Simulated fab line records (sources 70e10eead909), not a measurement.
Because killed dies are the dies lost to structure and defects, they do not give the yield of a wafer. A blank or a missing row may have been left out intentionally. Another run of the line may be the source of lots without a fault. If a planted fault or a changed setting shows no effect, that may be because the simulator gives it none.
Tool commonality check + flow nand_harc + Sample size 12 lots and 36 wafers

== WHY THIS WAS OPENED ==
On 1 of the 12 lots, a flag is raised at NHARC_P_GATE_CD_MEAS_91 on the reading cd_nm. Fault-free wafers read 2001.0 nm, with a standard deviation of 2.4.
Rule: a lot is flagged when every wafer of it that has a number lies more than 4 standard deviations from that mean, or none has a number. The rest of the lots are taken to be sound.

| lot  | measured     | on        | cd_nm (nm), wafer by wafer | flag    |
|------|--------------|-----------|----------------------------|---------|
| L585 | day 5 10:26  | cd_sem-02 | 2001.4 2002.6 1997.0       |         |
| L587 | day 6 16:23  | cd_sem-03 | 1970.0 1966.0 1969.9       | FLAGGED |
| L591 | day 8 00:52  | cd_sem-02 | 2002.0 2000.7 2001.3       |         |
| L596 | day 10 07:59 | cd_sem-03 | 2000.2 2002.9 2000.6       |         |
| L598 | day 11 02:21 | cd_sem-03 | 2003.6 2000.4 2003.0       |         |
| L599 | day 12 00:09 | cd_sem-02 | 2001.7 2004.8 2001.0       |         |
| L600 | day 12 00:39 | cd_sem-03 | 1999.5 2001.2 2000.0       |         |
| L602 | day 13 01:02 | cd_sem-03 | 2001.0 2002.5 2001.6       |         |
| L603 | day 13 01:14 | cd_sem-01 | 2001.8 2000.6 2001.9       |         |
| L604 | day 13 19:10 | cd_sem-01 | 1999.0 1999.9 2002.5       |         |
| L607 | day 14 16:06 | cd_sem-02 | 2003.4 2002.0 1997.8       |         |
| L608 | day 15 10:47 | cd_sem-02 | 2003.2 2001.5 2002.3       |         |
On average the flagged lots' numbers are 1968.6 nm, which is -32.4 nm against the usual, or -13 standard deviations.

== EACH LOT AND THE TOOL IT RAN ON ==
The record holds 2 process steps before the reading, out of a route of 1302 steps. In each cell: the tool, then ch and the chambers that the sampled wafers went through, then the start.
| lot  | flag    | NHARC_P_GATE_STRIP_76                | NHARC_P_GATE_EXPOSE_88            |
|------|---------|--------------------------------------|-----------------------------------|
| L585 |         | plasma_asher-01 ch 0, day 5 09:31    | krf_scanner-01 ch 0, day 5 10:16  |
| L587 | FLAGGED | plasma_asher-02 ch 0,1, day 6 15:28  | krf_scanner-02 ch 0, day 6 16:14  |
| L591 |         | plasma_asher-02 ch 0,1, day 7 23:58  | krf_scanner-01 ch 0, day 8 00:43  |
| L596 |         | plasma_asher-01 ch 0,1, day 10 07:04 | krf_scanner-03 ch 0, day 10 07:49 |
| L598 |         | plasma_asher-02 ch 0,1, day 11 01:26 | krf_scanner-02 ch 0, day 11 02:11 |
| L599 |         | plasma_asher-01 ch 0,1, day 11 23:22 | krf_scanner-02 ch 0, day 12 00:00 |
| L600 |         | plasma_asher-01 ch 0,1, day 11 23:53 | krf_scanner-02 ch 0, day 12 00:30 |
| L602 |         | plasma_asher-02 ch 0,1, day 13 00:08 | krf_scanner-01 ch 0, day 13 00:53 |
| L603 |         | plasma_asher-01 ch 0,1, day 13 00:20 | krf_scanner-03 ch 0, day 13 01:05 |
| L604 |         | plasma_asher-01 ch 0,1, day 13 18:14 | krf_scanner-02 ch 0, day 13 19:00 |
| L607 |         | plasma_asher-01 ch 0,1, day 14 15:18 | krf_scanner-02 ch 0, day 14 15:56 |
| L608 |         | plasma_asher-02 ch 0,1, day 15 09:59 | krf_scanner-02 ch 0, day 15 10:38 |
These steps, and what they do:
- NHARC_P_GATE_STRIP_76: strips in O2.
- NHARC_P_GATE_EXPOSE_88: exposes mask P HVN, target cd 2000 nm.
- NHARC_P_GATE_CD_MEAS_91: target cd 2000 nm.

== FLAGGED OVER TOTAL, TOOL BY TOOL (the gauges that took the reading come last) ==
| step                    | tool            | lots run | flagged | share of the flagged lots | sound lots run after its first flagged lot |
|-------------------------|-----------------|----------|---------|---------------------------|--------------------------------------------|
| NHARC_P_GATE_STRIP_76   | plasma_asher-01 | 7        | 0       | none                      | -                                          |
| NHARC_P_GATE_STRIP_76   | plasma_asher-02 | 5        | 1       | all                       | 4 (L591,L598,L602,L608)                    |
| NHARC_P_GATE_EXPOSE_88  | krf_scanner-01  | 3        | 0       | none                      | -                                          |
| NHARC_P_GATE_EXPOSE_88  | krf_scanner-02  | 7        | 1       | all                       | 6 (L598,L599,L600,L604,L607,L608)          |
| NHARC_P_GATE_EXPOSE_88  | krf_scanner-03  | 2        | 0       | none                      | -                                          |
| NHARC_P_GATE_CD_MEAS_91 | cd_sem-01       | 2        | 0       | none                      | -                                          |
| NHARC_P_GATE_CD_MEAS_91 | cd_sem-02       | 5        | 0       | none                      | -                                          |
| NHARC_P_GATE_CD_MEAS_91 | cd_sem-03       | 5        | 1       | all                       | 4 (L596,L598,L600,L602)                    |

== WHAT THE TABLE PERMITS ==
All flagged lots were run by 3 table rows, namely plasma_asher-02 at NHARC_P_GATE_STRIP_76, krf_scanner-02 at NHARC_P_GATE_EXPOSE_88, cd_sem-03 at NHARC_P_GATE_CD_MEAS_91.
- plasma_asher-02 at NHARC_P_GATE_STRIP_76 ran 5 lots, 1 of them flagged. Sound lots followed the first flagged one (L591, L598, L602, L608) on it, something a lasting fault affecting the whole tool could not allow.
- krf_scanner-02 at NHARC_P_GATE_EXPOSE_88 ran 7 lots, 1 of them flagged. Sound lots followed the first flagged one (L598, L599, L600, L604, L607, L608) on it, something a lasting fault affecting the whole tool could not allow.
- cd_sem-03 at NHARC_P_GATE_CD_MEAS_91 ran 5 lots, 1 of them flagged. Sound lots followed the first flagged one (L596, L598, L600, L602) on it, something a lasting fault affecting the whole tool could not allow.
There is no row in the table that ran each flagged lot and no sound lot after the first.

== WHAT THE SIMULATOR PUT IN ==
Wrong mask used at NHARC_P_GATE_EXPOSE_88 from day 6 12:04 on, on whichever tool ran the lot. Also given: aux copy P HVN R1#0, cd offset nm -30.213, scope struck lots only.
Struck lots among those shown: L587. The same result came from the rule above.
